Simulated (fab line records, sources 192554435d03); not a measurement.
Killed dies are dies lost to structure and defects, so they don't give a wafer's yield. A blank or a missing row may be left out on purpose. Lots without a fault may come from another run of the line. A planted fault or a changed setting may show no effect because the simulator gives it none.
fab line records | flow n5_finfet | part 2 of 2: steps 24 to 32 of 32
record lots=5 wafers=15 last_day=17
route steps=1938 shown PAD_METAL@1893 PASSIVATION@1897
lots that met no fault: from a run of the same line without faults
start_h: hours from the record's first day to the start of the lot's first wafer shown | wait_h: hours since the lot's step before | " the same as in the row above | L1.1+2: a row that stands for several wafers | - no value, or no start given | * or withheld: withheld | < > ~ a bound
route shown NAME@n: a module of which the file shows steps, and the number in the route of the first | usual: mean/standard deviation of fault-free wafers | same: alike in all rows | chamber/n: place in a boat | sites: the reading at each site | _std_site: their standard deviation | _edge_site: outer sites' mean less inner sites' | radius_mm: how far each site lies from the wafer's centre | mask NAME#n: copy n | behind: the tool/chamber that last shaped the wafer | hold: why the lot was held/for how many hours/how that ended | device: the transistor (n, p or np) that didn't switch | end of line: the same wafers' tests at the end of the route | a step without rows: its recipe alone | killed: dies lost to structure and defects at the first sort, not the wafer's yield | map: a wafer's dies, x killed, . not, _ none there
set.NAME: the setting as run; set.NAME@STEP: as run at that earlier step | model.NAME: the simulator's own value behind a step, which no gauge read
lots at some steps of the route; a table a step, a row a wafer
services: from which hour (start_h, from the record's first day; less than 0 if before it) a tool's chamber was out of use, for how many hours, and why
## steps
# step N5_PASSIVATION_PECVD_35
# recipe material=SiNx target_thk_a=7000 temp_c=400 precursor=SiH4/NH3/N2 pressure_torr=4.9 rf_w=1406 time_s=151.3
# usual heater_power_w=353/100 showerhead_plenum_p_Torr=8.69/0.056 throttle_valve_pct=29.4/1.4
# columns lot.wafer tool chamber start_h wait_h heater_power_w showerhead_plenum_p_Torr throttle_valve_pct
L076.3 pecvd-01 1 273.68 0.1 458 8.66 28.5
L076.4 " 0 " " 313 8.62 30.8
L076.6 " 1 " " 491 8.66 28.4
L075.1 pecvd-02 1 280.20 0.1 366 8.64 30.9
L075.5 " 0 " " 376 8.79 27.8
L075.6 " 1 " " 390 8.62 31.1
L083.3 pecvd-01 1 322.60 0.1 403 8.66 28.2
L083.4 " 2 " " 382 8.71 29.4
L083.5 " 0 " " 313 8.63 30.9
L086.1 pecvd-01 0 353.15 0.1 440 8.61 30.6
L086.2 " 1 " " 436 8.65 28.3
L086.4 " 1 " " 460 8.66 28.2
L095.2 pecvd-03 2 394.30 0.1 325 8.67 28.5
L095.4 " 2 " " 348 8.67 28.7
L095.5 " 1 " " 174 8.71 30.1
# step N5_PASSIVATION_HMDS_37
# recipe time_s=60 temp_c=120
# usual exhaust_pa=44.9/0.95 plate_temp_C=120.02/0.14
# columns lot.wafer tool chamber start_h wait_h exhaust_pa plate_temp_C
L076.3 litho_track-04 0 273.82 0.1 45.7 120.21
L076.4 " 0 " " 45.3 120.08
L076.6 " 0 " " 46.0 119.93
L075.1 litho_track-04 0 280.33 0.1 44.6 119.98
L075.5 " 0 " " 44.0 120.20
L075.6 " 0 " " 44.3 120.05
L083.3 litho_track-03 0 322.73 0.1 45.7 120.05
L083.4 " 0 " " 44.7 120.13
L083.5 " 0 " " 44.9 120.01
L086.1 litho_track-03 0 353.29 0.1 43.1 120.17
L086.2 " 0 " " 43.4 120.14
L086.4 " 0 " " 44.1 120.00
L095.2 litho_track-02 0 394.43 0.1 45.5 120.31
L095.4 " 0 " " 45.8 120.07
L095.5 " 0 " " 44.5 120.19
# step N5_PASSIVATION_COAT_38
# recipe spin_rpm=3000 resist_thk_nm=withheld
# usual exhaust_pa=45.1/0.96
# columns lot.wafer tool chamber start_h wait_h exhaust_pa
L076.3 litho_track-04 0 - - 44.0
L076.4 " 0 " " 44.5
L076.6 " 0 " " 45.3
L075.1 litho_track-04 0 - - 46.3
L075.5 " 0 " " 44.3
L075.6 " 0 " " 45.0
L083.3 litho_track-03 0 - - 43.8
L083.4 " 0 " " 44.8
L083.5 " 0 " " 44.3
L086.1 litho_track-03 0 - - 45.0
L086.2 " 0 " " 44.7
L086.4 " 0 " " 46.0
L095.2 litho_track-02 0 - - 45.5
L095.4 " 0 " " 45.1
L095.5 " 0 " " 44.2
# step N5_PASSIVATION_EBR_40
# recipe solvent=PGMEA ebr_width_mm=1.5
# usual exhaust_pa=44.9/0.89
# columns lot.wafer tool chamber start_h wait_h exhaust_pa
L076.3 litho_track-04 0 - - 45.2
L076.4 " 0 " " 45.0
L076.6 " 0 " " 44.9
L075.1 litho_track-04 0 - - 44.2
L075.5 " 0 " " 43.4
L075.6 " 0 " " 45.6
L083.3 litho_track-03 0 - - 44.7
L083.4 " 0 " " 44.3
L083.5 " 0 " " 45.4
L086.1 litho_track-03 0 - - 45.8
L086.2 " 0 " " 44.2
L086.4 " 0 " " 44.8
L095.2 litho_track-02 0 - - 46.3
L095.4 " 0 " " 44.7
L095.5 " 0 " " 45.1
# step N5_PASSIVATION_SOFTBAKE_39
# recipe temp_c=110 time_s=120
# usual exhaust_pa=45.0/0.95 plate_temp_C=110.03/0.13
# columns lot.wafer tool chamber start_h wait_h exhaust_pa plate_temp_C
L076.3 litho_track-04 0 - - 45.1 110.18
L076.4 " 0 " " 45.7 110.05
L076.6 " 0 " " 46.4 110.15
L075.1 litho_track-04 0 - - 43.1 110.01
L075.5 " 0 " " 43.3 110.12
L075.6 " 0 " " 42.9 109.90
L083.3 litho_track-03 0 - - 45.6 109.88
L083.4 " 0 " " 46.2 110.00
L083.5 " 0 " " 46.5 109.99
L086.1 litho_track-03 0 - - 45.6 110.21
L086.2 " 0 " " 45.4 110.30
L086.4 " 0 " " 46.0 109.91
L095.2 litho_track-02 0 - - 46.4 109.85
L095.4 " 0 " " 46.7 109.92
L095.5 " 0 " " 45.2 109.84
# step N5_PASSIVATION_EXPOSE_41
# recipe mask_id=PASS_OPEN na=0.55 defocus_nm=0 source_shape=conventional sigma_outer=0.8 polarization=unpolarized target_cd_nm=40000 dose_mj=57.25
# usual exposure_dose_mJ_cm2=57.25/0.055
# columns lot.wafer tool chamber start_h wait_h mask exposure_dose_mJ_cm2
L076.3 krf_scanner-01 0 273.95 - PASS_OPEN#0 57.21
L076.4 " 0 " " PASS_OPEN#0 57.25
L076.6 " 0 " " PASS_OPEN#0 57.25
L075.1 krf_scanner-02 0 280.45 - PASS_OPEN#0 57.27
L075.5 " 0 " " PASS_OPEN#0 57.34
L075.6 " 0 " " PASS_OPEN#0 57.29
L083.3 krf_scanner-01 0 322.99 - PASS_OPEN#0 57.22
L083.4 " 0 " " PASS_OPEN#0 57.13
L083.5 " 0 " " PASS_OPEN#0 57.15
L086.1 krf_scanner-02 0 353.53 - PASS_OPEN#0 57.25
L086.2 " 0 " " PASS_OPEN#0 57.20
L086.4 " 0 " " PASS_OPEN#0 57.17
L095.2 krf_scanner-02 0 394.71 - PASS_OPEN#0 57.29
L095.4 " 0 " " PASS_OPEN#0 57.29
L095.5 " 0 " " PASS_OPEN#0 57.17
# step N5_PASSIVATION_PEB_42
# recipe peb_temp_c=withheld peb_time_s=*
# usual exhaust_pa=45.2/0.73
# columns lot.wafer tool chamber start_h wait_h exhaust_pa
L076.3 litho_track-03 0 273.99 0.0 45.0
L076.4 " 0 " " 45.1
L076.6 " 0 " " 45.6
L075.1 litho_track-04 0 280.51 0.1 44.5
L075.5 " 0 " " 44.7
L075.6 " 0 " " 46.0
L083.3 litho_track-04 0 323.04 0.0 45.3
L083.4 " 0 " " 46.8
L083.5 " 0 " " 44.5
L086.1 litho_track-04 0 353.59 0.1 45.9
L086.2 " 0 " " 45.4
L086.4 " 0 " " 45.8
L095.2 litho_track-03 0 394.77 0.0 45.6
L095.4 " 0 " " 45.9
L095.5 " 0 " " 45.0
# step N5_PASSIVATION_DEVELOP_43
# recipe develop_time_s=60 rinse_liquid=diw dry=air_spin dev_temp_c=21
# usual developer_temp_C=21.00/0.11 exhaust_pa=44.9/1
# columns lot.wafer tool chamber start_h wait_h developer_temp_C exhaust_pa
L076.3 litho_track-03 0 - - 21.06 44.3
L076.4 " 0 " " 21.04 44.4
L076.6 " 0 " " 20.97 44.1
L075.1 litho_track-04 0 - - 20.91 43.0
L075.5 " 0 " " 20.98 44.4
L075.6 " 0 " " 20.81 44.5
L083.3 litho_track-04 0 - - 20.75 44.1
L083.4 " 0 " " 20.95 45.5
L083.5 " 0 " " 20.78 44.7
L086.1 litho_track-04 0 - - 20.95 45.7
L086.2 " 0 " " 20.97 43.9
L086.4 " 0 " " 21.00 43.8
L095.2 litho_track-03 0 - - 20.91 45.0
L095.4 " 0 " " 21.00 45.3
L095.5 " 0 " " 20.97 46.2
# step N5_PASSIVATION_HARDBAKE_45
# recipe temp_c=130 time_s=120
# usual exhaust_pa=45.2/0.91 plate_temp_C=129.98/0.13
# columns lot.wafer tool chamber start_h wait_h exhaust_pa plate_temp_C
L076.3 litho_track-03 0 - - 44.8 130.15
L076.4 " 0 " " 43.9 130.11
L076.6 " 0 " " 44.8 130.15
L075.1 litho_track-04 0 - - 45.8 129.99
L075.5 " 0 " " 45.8 129.77
L075.6 " 0 " " 45.5 129.97
L083.3 litho_track-04 0 - - 45.1 129.77
L083.4 " 0 " " 45.7 130.08
L083.5 " 0 " " 46.3 129.91
L086.1 litho_track-04 0 - - 46.0 130.02
L086.2 " 0 " " 45.8 129.89
L086.4 " 0 " " 45.3 129.87
L095.2 litho_track-03 0 - - 46.6 130.07
L095.4 " 0 " " 46.5 129.92
L095.5 " 0 " " 44.5 129.82
## services
# columns tool chamber start_h hours kind
krf_scanner-02 - 251.17 0.8 pm
krf_scanner-02 - 269.56 5.0 repair
rie_diel-06 2 279.68 6.7 repair
pecvd-01 1 285.45 3.6 repair
krf_scanner-01 - 287.26 1.0 pm
pecvd-03 - 288.28 0.2 repair
krf_scanner-02 - 297.06 1.1 repair
krf_scanner-02 - 298.70 1.0 pm
pecvd-01 2 301.67 5.5 scheduled_down
rie_metal-03 1 303.09 - clean
rie_metal-03 1 303.09 27.4 scheduled_down
rie_metal-03 1 303.09 27.4 vent_cycle
rie_diel-06 1 303.13 - clean
wet_bench-06 - 305.45 1.9 pm
pecvd-03 - 308.06 5.5 pm
rie_metal-01 1 308.47 4.1 repair
pecvd-02 - 314.19 0.9 repair
pecvd-03 0 320.82 12.4 repair
krf_scanner-02 - 338.26 1.3 pm
krf_scanner-01 - 339.56 4.4 pm
rie_metal-03 0 345.90 13.0 repair
rie_diel-03 - 355.55 2.2 repair
pecvd-03 - 384.50 1.3 repair
krf_scanner-01 - 391.10 0.8 pm
